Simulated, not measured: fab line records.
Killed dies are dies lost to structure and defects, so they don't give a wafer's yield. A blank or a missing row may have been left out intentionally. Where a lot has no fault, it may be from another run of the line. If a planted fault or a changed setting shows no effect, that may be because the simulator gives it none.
fab line records	flow n5_finfet
record lots=11	wafers=31	last_day=18
route steps=1938 shown BEOL_M7@1325 BEOL_M8@1332 PASSIVATION@1936
lots with no fault: from the same line, run without faults
start_h: hours from the record's opening day to when the first of the lot's shown wafers began	wait_h: time in hours since the lot's previous step	" identical to the entry in the row above	L1.1+2: a row that stands for several wafers	- no value, or no start was given	* or withheld: withheld	< > ~ a bound
route shown NAME@n: a module of which the file shows steps, and the number in the route of the first	usual: average and standard deviation across the fault-free wafers	same: alike in all rows	chamber/n: place in a boat	sites: the reading at each site	_std_site: standard deviation of those values	_edge_site: mean of outer sites minus mean of inner sites	radius_mm: for every site, how far away it sits from the centre of the wafer	mask NAME#n: copy n	behind: the most recent tool/chamber to have shaped the wafer	hold: cause of the lot's hold/its duration in hours/its outcome	device: the n, p or np transistor that did not switch	end of line: the tests these same wafers got at the end of their route	where a step has no rows: the recipe by itself	killed: at the first sort, the dies lost to defects and structure; wafer yield is something else	map: the dies of a wafer, with x for killed, . for not killed, _ for no die there
set.NAME: the run value of the setting; set.NAME@STEP: its run value at that earlier step	model.NAME: the simulator's own value behind a step, which no gauge read
steps of the route over a sample of lots; a table a step, a row a wafer
services: the hour from which a tool's chamber was out of use, counted from the record's first day as start_h (under 0 if before that day), plus the number of hours and why
## steps
# step N5_BEOL_M7_ANNEAL_51
# recipe temp_c=225	time_s=90	ambient=N2
# usual wafer_temp_C_max=226.0/0.47
lot.wafer	tool	chamber	start_h	wait_h	wafer_temp_C_max
L207.1	rtp_anneal-02	0	224.15	0.1	226.0
L207.2	"	0	"	"	226.3
L207.6	"	0	"	"	226.6
L209.1	rtp_anneal-01	0	226.81	0.1	225.6
L209.4	"	0	"	"	225.7
L209.6	"	0	"	"	225.5
L211.3	rtp_anneal-02	0	239.09	0.3	226.6
L211.5	"	0	"	"	226.3
L211.6	"	0	"	"	226.7
L210.2	rtp_anneal-02	0	241.01	0.1	227.0
L210.4	"	0	"	"	226.6
L210.5	"	0	"	"	226.2
L213.1	rtp_anneal-02	0	251.34	0.2	226.8
L213.2	"	0	"	"	227.0
L213.6	"	0	"	"	226.6
L214.1	rtp_anneal-02	0	259.43	0.1	226.1
L214.3	"	0	"	"	226.5
L214.4	"	0	"	"	226.7
L218.1	rtp_anneal-02	0	290.09	0.1	226.1
L218.2	"	0	"	"	226.2
L218.3	"	0	"	"	226.1
L222.1	rtp_anneal-01	0	321.67	0.1	225.8
L222.3	"	0	"	"	225.8
L222.4	"	0	"	"	225.8
L226.3	rtp_anneal-01	0	342.11	0.3	225.8
L226.6	"	0	"	"	225.5
L228.1	rtp_anneal-01	0	357.02	0.1	225.5
L228.6	"	0	"	"	225.5
L229.1	rtp_anneal-01	0	359.78	1.1	226.0
L229.3	"	0	"	"	225.5
L229.6	"	0	"	"	226.0
# step N5_BEOL_M7_DEP_56
# recipe material=SiCN	target_thk_a=100	temp_c=withheld	precursor=3MS/NH3	pressure_torr=3	rf_w=202	time_s=17.5
# usual showerhead_plenum_p_Torr=3.669/0.012	throttle_valve_pct=9.1/0.69
lot.wafer	tool	chamber	start_h	wait_h	showerhead_plenum_p_Torr	since_wet_clean_h	throttle_valve_pct
L207.1	pecvd-01	2	224.81	0.0	3.667	537	9.3
L207.2	"	1	"	"	3.676	2016	9.3
L207.6	"	0	"	"	3.652	-	10.3
L209.1	pecvd-04	1	227.47	0.0	3.670	1838	8.9
L209.4	"	1	"	"	3.655	-	8.6
L209.6	"	2	"	"	3.688	-	8.4
L211.3	pecvd-03	1	239.65	0.0	3.668	1669	10.2
L211.5	"	0	"	"	3.656	-	9.2
L211.6	"	1	"	"	3.677	-	10.3
L210.2	pecvd-04	2	241.62	0.0	3.697	373	8.7
L210.4	"	1	"	"	3.675	-	8.7
L210.5	"	0	"	"	3.669	-	9.3
L213.1	pecvd-03	0	252.00	0.0	3.661	956	9.6
L213.2	"	2	"	"	3.661	202	7.9
L213.6	"	1	"	"	3.669	-	10.0
L214.1	pecvd-03	2	260.08	0.0	3.662	210	7.9
L214.3	"	1	"	"	3.674	1689	9.9
L214.4	"	1	"	"	3.680	-	10.0
L218.1	pecvd-01	0	290.74	0.0	3.659	1357	10.1
L218.2	"	1	"	"	3.675	2082	9.2
L218.3	"	2	"	"	3.667	603	9.5
L222.1	pecvd-03	1	322.33	0.0	3.675	1751	10.3
L222.3	"	0	"	"	3.645	1026	9.5
L222.4	"	2	"	"	3.665	-	8.0
L226.3	pecvd-03	0	342.67	0.0	3.648	1047	9.7
L226.6	"	0	"	"	3.656	-	9.5
L228.1	pecvd-04	0	357.68	0.0	3.668	1243	9.3
L228.6	"	1	"	"	3.668	-	8.7
L229.1	pecvd-03	2	360.45	0.0	3.663	310	8.5
L229.3	"	1	"	"	3.671	1789	10.4
L229.6	"	0	"	"	3.650	-	9.5
# step N5_BEOL_M8_ILD_DEP_00
# recipe material=SiCOH_lowk	target_thk_a=1797.5	temp_c=300	precursor=DEMS/porogen	pressure_torr=5	rf_w=500	time_s=33.4
# usual heater_power_w=293/35	showerhead_plenum_p_Torr=5.736/0.017	throttle_valve_pct=13.7/0.95
lot.wafer	tool	chamber	start_h	wait_h	heater_power_w	showerhead_plenum_p_Torr	since_wet_clean_h	throttle_valve_pct
L207.1	pecvd-02	1	224.94	0.0	230	5.728	1473	14.8
L207.2	"	0	"	"	337	5.709	748	13.0
L207.6	"	1	"	"	242	5.740	-	14.8
L209.1	pecvd-02	1	227.60	0.0	287	5.739	1475	14.7
L209.4	"	1	"	"	231	5.721	-	14.7
L209.6	"	0	"	"	322	5.708	-	12.7
L211.3	pecvd-04	2	239.78	0.0	274	5.767	371	13.1
L211.5	"	0	"	"	310	5.758	-	14.5
L211.6	"	1	"	"	282	5.718	-	13.2
L210.2	pecvd-02	2	241.75	0.0	306	5.739	10	12.9
L210.4	"	2	"	"	312	5.750	-	12.8
L210.5	"	1	"	"	287	5.738	-	14.9
L213.1	pecvd-02	2	252.13	0.0	285	5.745	21	13.0
L213.2	"	1	"	"	264	5.745	1500	14.9
L213.6	"	1	"	"	262	5.733	-	14.9
L214.1	pecvd-02	1	260.22	0.0	266	5.730	1508	14.8
L214.3	"	0	"	"	303	5.719	783	12.9
L214.4	"	1	"	"	270	5.733	-	14.8
L218.1	pecvd-03	1	290.88	0.0	265	5.746	1720	15.4
L218.2	"	2	"	"	306	5.731	241	12.1
L218.3	"	0	"	"	377	5.743	995	14.8
L222.1	pecvd-02	1	322.46	0.0	234	5.755	1570	14.9
L222.3	"	0	"	"	343	5.711	845	12.9
L222.4	"	1	"	"	239	5.731	-	14.5
L226.3	pecvd-02	1	342.80	0.0	260	5.737	1590	14.6
L226.6	"	0	"	"	334	5.738	-	12.9
L228.1	pecvd-02	1	357.81	0.0	284	5.742	1605	14.8
L228.6	"	1	"	"	275	5.737	-	14.8
L229.1	pecvd-03	1	360.58	0.0	287	5.756	1789	15.3
L229.3	"	0	"	"	319	5.727	1064	14.6
L229.6	"	1	"	"	291	5.765	-	15.4
# step N5_BEOL_M8_THK_MEAS_01
# recipe reads=SiCOH_lowk_of_BEOL_M8_ILD_DEP_00
# usual M8_ILD_THK=154.5/2.5
lot.wafer	tool	chamber	start_h	wait_h	M8_ILD_THK[nm]
L207.1	film_metro-02	-	225.54	0.4	151.4
L207.2	"	-	"	"	151.3
L207.6	"	-	"	"	153.9
L209.1	film_metro-02	-	228.20	0.4	153.7
L209.4	"	-	"	"	154.4
L209.6	"	-	"	"	155.2
L211.3	film_metro-02	-	240.36	0.3	152.4
L211.5	"	-	"	"	158.0
L211.6	"	-	"	"	154.0
L210.2	film_metro-02	-	242.43	0.4	152.7
L210.4	"	-	"	"	157.2
L210.5	"	-	"	"	154.1
L213.1	film_metro-01	-	253.01	0.4	153.0
L213.2	"	-	"	"	154.0
L213.6	"	-	"	"	157.2
L214.1	film_metro-01	-	261.89	0.4	154.7
L214.3	"	-	"	"	154.3
L214.4	"	-	"	"	158.1
L218.1	film_metro-02	-	291.54	0.4	150.8
L218.2	"	-	"	"	153.7
L218.3	"	-	"	"	151.5
L222.1	film_metro-01	-	323.52	0.8	157.4
L222.3	"	-	"	"	151.2
L222.4	"	-	"	"	157.1
L226.3	film_metro-01	-	344.11	0.5	154.2
L226.6	"	-	"	"	181.0
L228.1	film_metro-02	-	358.53	0.4	152.3
L228.6	"	-	"	"	183.2
L229.1	film_metro-01	-	361.16	0.4	150.2
L229.3	"	-	"	"	149.3
L229.6	"	-	"	"	149.3
# step N5_BEOL_M8_HM_DEP_02
# recipe material=TiN	target_thk_a=200	temp_c=25	chamber_pressure_pa=0.49996
# usual throttle_valve_pct=30.1/0.96
lot.wafer	tool	chamber	start_h	wait_h	throttle_valve_pct
L207.1	pvd_sputter-02	-	226.73	1.1	31.3
L207.2	"	-	"	"	28.8
L207.6	"	-	"	"	29.8
L209.1	pvd_sputter-02	-	229.78	1.5	31.3
L209.4	"	-	"	"	29.8
L209.6	"	-	"	"	31.5
L211.3	pvd_sputter-02	-	240.99	0.6	28.5
L211.5	"	-	"	"	28.9
L211.6	"	-	"	"	29.9
L210.2	pvd_sputter-02	-	243.45	1.0	29.9
L210.4	"	-	"	"	29.1
L210.5	"	-	"	"	28.7
L213.1	pvd_sputter-01	-	253.98	0.9	29.7
L213.2	"	-	"	"	31.1
L213.6	"	-	"	"	29.8
L214.1	pvd_sputter-03	-	263.00	1.0	29.7
L214.3	"	-	"	"	29.2
L214.4	"	-	"	"	31.8
L218.1	pvd_sputter-03	-	292.66	1.1	31.3
L218.2	"	-	"	"	29.5
L218.3	"	-	"	"	31.8
L222.1	pvd_sputter-01	-	323.61	0.0	29.8
L222.3	"	-	"	"	31.2
L222.4	"	-	"	"	29.2
L226.3	pvd_sputter-01	-	345.28	1.1	29.6
L226.6	"	-	"	"	29.8
L228.1	pvd_sputter-03	-	358.62	0.0	31.1
L228.6	"	-	"	"	31.9
L229.1	pvd_sputter-01	-	363.11	1.9	29.9
L229.3	"	-	"	"	28.8
L229.6	"	-	"	"	30.0
# step N5_PASSIVATION_PROBE_49
# usual defect_limited_yield=91.2/1.4	killed_at_M0_to_M3=34/11	killed_at_M4_up=14/6.3	killed_at_contacts=13/7.4	killed_at_front_end=38/11	killed_at_other=4.3/2.9	killed_dies=103/17	killed_open=68/12	killed_short=34/8	sort_bin_5_function=5.1/0.9	sort_bin_6_memory=3.3/0.66	sort_n_pass=1077/17	sort_yield_pct=91.2/1.4
# same gross_dies=1180	killed_at_back_side=0	sort_bin_4_leakage[%]=0	sort_bin_8_speed[%]=0
lot.wafer	tool	chamber	start_h	wait_h	defect_limited_yield[%]	killed_at_M0_to_M3	killed_at_M4_up	killed_at_contacts	killed_at_front_end	killed_at_other	killed_dies	killed_open	killed_short	sort_bin_5_function[%]	sort_bin_6_memory[%]	sort_n_pass	sort_yield_pct[%]
L207.1	prober-01	-	308.64	0.0	92.2	41	14	6	26	5	92	66	24	4.4	3.1	1088	92.2
L207.2	prober-01	-	308.69	0.1	91.2	30	16	10	41	7	104	66	35	5.3	3.4	1076	91.2
L207.6	prober-01	-	308.89	0.3	93.1	20	7	8	41	5	81	54	25	4.3	2.3	1099	93.1
L218.3	prober-01	-	369.59	0.1	91.0	33	9	15	47	2	106	72	33	5.8	3.1	1074	91.0
L226.3	prober-01	-	424.21	0.1	89.3	39	24	14	47	2	126	80	44	6.1	3.7	1054	89.3
# killed by level:class
L207.1 BEOL_M1:geometric_particle:open=10 FIN_SAQP:geometric_particle:open=9 BEOL_M3:geometric_particle:open=9 MOL_CONTACT_COAG:geometric_particle:open=6 BEOL_M0_SAQP:geometric_particle:short=6 FIN_SAQP:geometric_particle:short=5 BEOL_M0_SAQP:geometric_particle:open=5 BEOL_M4:geometric_particle:open=5
L207.2 FIN_SAQP:geometric_particle:open=15 BEOL_M1:geometric_particle:open=11 FIN_SAQP:geometric_particle:short=7 MOL_CONTACT_COAG:geometric_particle:open=7 BEOL_M3:geometric_particle:open=6 BEOL_M4:geometric_particle:open=6 GATE_CUT:geometric_particle:short=4 BEOL_M6:geometric_particle:open=3
L207.6 FIN_SAQP:geometric_particle:open=16 STI_FIN_REVEAL:geometric_particle:open=7 FIN_SAQP:geometric_particle:short=6 MOL_CONTACT_COAG:geometric_particle:open=6 BEOL_M3:geometric_particle:open=6 GATE_CUT:geometric_particle:short=4 STARTING-WAFER:geometric_particle:open=4 BEOL_M0_SAQP:geometric_particle:open=3
L218.3 FIN_SAQP:geometric_particle:open=15 MOL_CONTACT_COAG:geometric_particle:open=14 BEOL_M0_SAQP:geometric_particle:short=8 STI_FIN_REVEAL:geometric_particle:open=7 BEOL_M0_SAQP:geometric_particle:open=7 FIN_SAQP:geometric_particle:short=6 BEOL_M1:geometric_particle:open=6 BEOL_M2:geometric_particle:open=4
L226.3 FIN_SAQP:geometric_particle:short=13 BEOL_M4:geometric_particle:open=12 MOL_CONTACT_COAG:geometric_particle:open=11 STI_FIN_REVEAL:geometric_particle:open=8 BEOL_M1:geometric_particle:open=8 BEOL_M0_SAQP:geometric_particle:open=7 BEOL_M0_SAQP:geometric_particle:short=7 FIN_SAQP:geometric_particle:open=5
## services
tool	chamber	start_h	hours	kind
pecvd-02	2	202.38	-	clean
pecvd-02	2	202.38	-	consumable_replace:showerhead
pecvd-02	2	202.38	29.0	scheduled_down
pecvd-02	2	202.38	29.0	vent_cycle
pecvd-02	-	214.70	1.5	repair
pecvd-04	-	222.09	0.9	repair
pecvd-01	2	226.64	4.0	repair
pvd_sputter-02	-	227.10	2.2	repair
pecvd-04	0	230.02	4.0	repair
pecvd-02	0	249.92	2.1	scheduled_down
pvd_sputter-01	-	259.00	8.8	repair
pecvd-04	1	260.46	2.1	scheduled_down
pecvd-01	1	292.74	2.1	scheduled_down
pecvd-01	2	295.85	6.1	repair
pecvd-04	2	296.00	5.5	scheduled_down
pecvd-02	1	307.58	4.4	repair
pecvd-01	1	317.60	5.5	scheduled_down
pecvd-02	-	335.95	0.3	repair
pecvd-03	0	352.53	6.8	repair
## key
first_sign step=N5_BEOL_M8_THK_MEAS_01	reading=M8_ILD_THK	direction=up	sigmas=11	usual=154.5	struck=182.1
effect none on later readings
met_at N5_BEOL_M8_ILD_DEP_00
struck_lots L226,L228
struck_wafers L226.6,L228.6
not_acting_at N5_BEOL_M7_ANNEAL_51,N5_BEOL_M7_DEP_56,N5_BEOL_M8_HM_DEP_02
onset_between 322.46 342.80
fault kind=process_parameter_drift	tool=pecvd-02	chamber=-	onset_h=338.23	steps=N5_BEOL_M8_ILD_DEP_00	channel=target_thk_a	offset=*	shape=step	end_h=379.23	scope=struck_wafers_only	acts_in=*	stated=*
